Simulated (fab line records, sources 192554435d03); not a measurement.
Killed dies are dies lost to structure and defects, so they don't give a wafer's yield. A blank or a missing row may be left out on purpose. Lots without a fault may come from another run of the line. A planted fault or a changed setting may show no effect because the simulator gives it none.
Chamber matching | flow n5_finfet | N5_HKMG_FIN_ALD_74 on ald_hk-03: 4 sister chambers
The step deposits La2O3, target thk 0.5 nm, pulse time 6 s, co reactant pulse time 1 s. 16 wafers are shown with their chamber, then 8 later ones without.

WAFERS WITH THEIR CHAMBER
wafer  | chamber | heater_power_w (W) | precursor_pulse_height_rel
L075.3 | 3       | 275                | 0.987
L075.4 | 2       | 442                | 1.004
L075.6 | 1       | 370                | 0.998
L078.1 | 0       | 379                | 0.988
L078.5 | 0       | 373                | 1.006
L078.6 | 3       | 278                | 0.995
L081.3 | 3       | 279                | 1.021
L081.4 | 2       | 435                | 0.994
L081.5 | 1       | 383                | 0.998
L082.2 | 0       | 378                | 1.003
L082.3 | 2       | 426                | 0.987
L082.6 | 1       | 385                | 0.993
L086.2 | 1       | 388                | 1.009
L086.4 | 2       | 438                | 0.975
L086.5 | 3       | 274                | 0.994
L089.1 | 0       | 376                | 0.981

SIGNATURES (means of the wafers above)
reading                    | chamber 0 | chamber 1 | chamber 2 | chamber 3 | scatter within a chamber
heater_power_w             | 376.50    | 381.50    | 435.25    | 276.50    | 5.52
precursor_pulse_height_rel | 0.99450   | 0.99950   | 0.99000   | 0.99925   | 0.0118
Rule: a wafer's distance from a chamber is the root of the sum, over the readings, of the square of ((its reading less the chamber's mean) divided by the reading's scatter). The wafer belongs to the nearest chamber; if the next one is less than 2 further off, it can't be placed. The scatter: the root of (the sum of the squares of (reading less its chamber's mean) over the shown wafers, divided by (wafers less chambers)).

WAFERS WITHOUT THEIR CHAMBER
wafer  | heater_power_w (W) | precursor_pulse_height_rel
L089.4 | 381                | 0.986
L089.6 | 277                | 0.996
L095.1 | 383                | 1.003
L095.3 | 280                | 0.956
L095.4 | 429                | 0.971
L097.2 | 382                | 1.009
L097.3 | 372                | 1.005
L097.5 | 383                | 1.002

WHICH CHAMBER EACH WENT THROUGH
wafer  | from the rows above     | in truth
L089.4 | can't be placed: 0 or 1 | 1
L089.6 | 3                       | 3
L095.1 | can't be placed: 1 or 0 | 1
L095.3 | 3                       | 3
L095.4 | 2                       | 2
L097.2 | can't be placed: 1 or 0 | 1
L097.3 | can't be placed: 0 or 1 | 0
L097.5 | can't be placed: 1 or 0 | 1
Placed correctly: 3 of 8. Can't be placed from these rows: 5 (the true chamber is among the candidates in 5). Placed wrongly: 0.
